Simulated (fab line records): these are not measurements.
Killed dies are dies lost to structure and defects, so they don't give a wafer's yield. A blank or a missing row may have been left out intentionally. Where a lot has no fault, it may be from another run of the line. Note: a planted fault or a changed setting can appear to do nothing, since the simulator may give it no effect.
Chamber matching -- flow n5Finfet -- N5_BEOL_M9_CURE_72 on uvCure-01: 3 sister chambers
The step cures SiCOH lowk, time 120 s. 6 wafers are shown with their chamber, then 12 later ones without.

## WAFERS, EACH WITH ITS CHAMBER
wafer,chamber,wafer_temp_C_max,lampPowerPct (%)
L082.4,2,372.3,52.37
L082.6,2,372.0,52.24
L084.4,1,371.3,52.43
L084.5,1,371.1,52.37
L086.2,0,371.4,52.31
L086.5,0,371.7,52.33

## WAFERS WHOSE CHAMBER IS MISSING
wafer,wafer_temp_C_max,lampPowerPct (%)
L087.3,371.6,52.32
L087.4,371.7,52.32
L087.6,371.8,52.26
L088.2,371.3,52.21
L088.3,371.0,52.26
L088.5,371.7,52.26
L090.1,371.6,52.34
L090.2,371.6,52.26
L090.5,371.3,52.29
L090.3,371.7,52.22
L090.4,371.1,52.34
L090.6,371.4,52.30

## WHICH CHAMBER EACH ONE RAN IN
wafer,from the rows above,in truth
L087.3,0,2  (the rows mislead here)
L087.4,can't be placed: 0 or 2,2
L087.6,can't be placed: 0 or 2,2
L088.2,can't be placed: 0 or 1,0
L088.3,can't be placed: 1 or 0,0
L088.5,can't be placed: 0 or 2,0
L090.1,can't be placed: 0 or 1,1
L090.2,can't be placed: 0 or 2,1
L090.5,can't be placed: 0 or 1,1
L090.3,can't be placed: 0 or 2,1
L090.4,can't be placed: 1 or 0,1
L090.6,can't be placed: 0 or 1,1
Placed correctly: 0 of 12. These rows do not allow placing 11 (true chamber among the candidates in 9). 1 placed wrongly.
How it was worked out, from the rows above alone: a wafer's distance from a chamber is the root of the sum, over the readings, of the square of ((its reading less the chamber's mean) divided by the reading's scatter). If the next closest chamber is less than 2 further off than the closest, the wafer can't be placed; otherwise it belongs to the closest. Each chamber's mean is taken over the wafers shown for it. The scatter: the root of (the sum of the squares of (reading less its chamber's mean) over the shown wafers, divided by (wafers less chambers)).
